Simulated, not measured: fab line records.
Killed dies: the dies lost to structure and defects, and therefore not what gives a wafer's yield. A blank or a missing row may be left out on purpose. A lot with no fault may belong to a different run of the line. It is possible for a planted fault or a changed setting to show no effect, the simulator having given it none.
Which tool is to blame?	flow n5_finfet	11 lots with 33 wafers sampled at 4 steps, on a route of 1938 steps

## WHAT EACH GAUGE READ, for each wafer
N5_PASSIVATION_CD_MEAS_30: target cd 4000 nm.
lot	measured	on	cd_nm (nm)
L492	day 11 18:20	cd_sem-03	3998.1 3996.3 3997.5
L493	day 12 11:24	cd_sem-02	4001.9 3999.6 4002.9
L494	day 12 16:43	cd_sem-02	4000.1 3999.0 3999.4
L495	day 13 03:46	cd_sem-02	3999.2 4001.1 4002.2
L497	day 13 21:22	cd_sem-02	3997.1 3997.5 3996.3
L498	day 13 21:19	cd_sem-03	4002.0 4000.5 4000.5
L499	day 14 17:16	cd_sem-01	3999.8 3999.5 3998.2
L507	day 16 11:13	cd_sem-02	4001.2 4001.3 3999.1
L506	day 16 11:34	cd_sem-01	3998.3 3999.0 4000.0
L511	day 17 14:18	cd_sem-01	4001.9 4001.7 4001.2
L510	day 17 14:46	cd_sem-01	4000.0 4004.1 4002.6

## EACH LOT AND THE TOOL THAT RAN IT (in order: tool; ch and the chambers of the sampled wafers; start)
lot	N5_BEOL_M10_SPUTTER_48	N5_PASSIVATION_PASS_ETCH_74	N5_PASSIVATION_ETCH_15
L492	pvd_sputter-03, day 10 00:19	rie_diel-02 ch 1,3, day 11 16:19	rie_diel-02 ch 1,3, day 11 18:20 or earlier
L493	pvd_sputter-01, day 10 11:06	rie_diel-05 ch 1,2,3, day 12 09:19	rie_diel-05 ch 1,2,3, day 12 11:24 or earlier
L494	pvd_sputter-03, day 10 12:45	rie_diel-02 ch 0,2,3, day 12 15:10	rie_diel-02 ch 0,2,3, day 12 16:43 or earlier
L495	pvd_sputter-01, day 11 07:08	rie_diel-02 ch 0,1,2, day 13 02:17	rie_diel-02 ch 0,1,2, day 13 03:46 or earlier
L497	pvd_sputter-03, day 12 02:22	rie_diel-02 ch 0,2,3, day 13 20:02	rie_diel-02 ch 0,2,3, day 13 21:22 or earlier
L498	pvd_sputter-03, day 12 02:26	rie_diel-05 ch 0,1,2, day 13 19:47	rie_diel-05 ch 0,1,2, day 13 21:19 or earlier
L499	pvd_sputter-02, day 12 21:16	rie_diel-02 ch 1,3, day 14 15:56	rie_diel-02 ch 1,3, day 14 17:16 or earlier
L507	pvd_sputter-03, day 14 14:21	rie_diel-04 ch 0,1,3, day 16 09:01	rie_diel-04 ch 0,1,3, day 16 11:13 or earlier
L506	pvd_sputter-03, day 14 14:46	rie_diel-05 ch 0,1,2, day 16 09:18	rie_diel-05 ch 0,1,2, day 16 11:34 or earlier
L511	pvd_sputter-02, day 15 21:32	rie_diel-02 ch 0,1,3, day 17 12:29	rie_diel-02 ch 0,1,3, day 17 14:18 or earlier
L510	pvd_sputter-02, day 15 21:51	rie_diel-05 ch 0,1,2, day 17 12:39	rie_diel-05 ch 0,1,2, day 17 14:46 or earlier
- N5_BEOL_M10_SPUTTER_48: material Cu, target thk 12 nm, time 2 s.
- N5_PASSIVATION_PASS_ETCH_74: etches SiNx in CF4/O2, target depth 220 nm, time 110 s.
- N5_PASSIVATION_ETCH_15: etches SiCN in CF4/N2, target depth 75 nm, time 81.2 s.

## THE ANSWER, worked out from the rows above alone
Rule: usual is defined by the lots themselves. The widest of any qualifying gaps counts: lots, ordered by their means at a reading, are off when they make up no more than a third of the lots, leave a main group of 4 or more, and stand apart from it by 3 or more times the standard deviation of that group's means. Not used: any main group whose means are identical at the precision the tables above print for the reading. A lot without any number at a reading at which 4 lots or more have one is off too. Any other lot the step has rows for is counted as sound.
Nothing can be told from this: no lot is off at any reading shown.

## WHAT THE SIMULATOR HAD PUT IN
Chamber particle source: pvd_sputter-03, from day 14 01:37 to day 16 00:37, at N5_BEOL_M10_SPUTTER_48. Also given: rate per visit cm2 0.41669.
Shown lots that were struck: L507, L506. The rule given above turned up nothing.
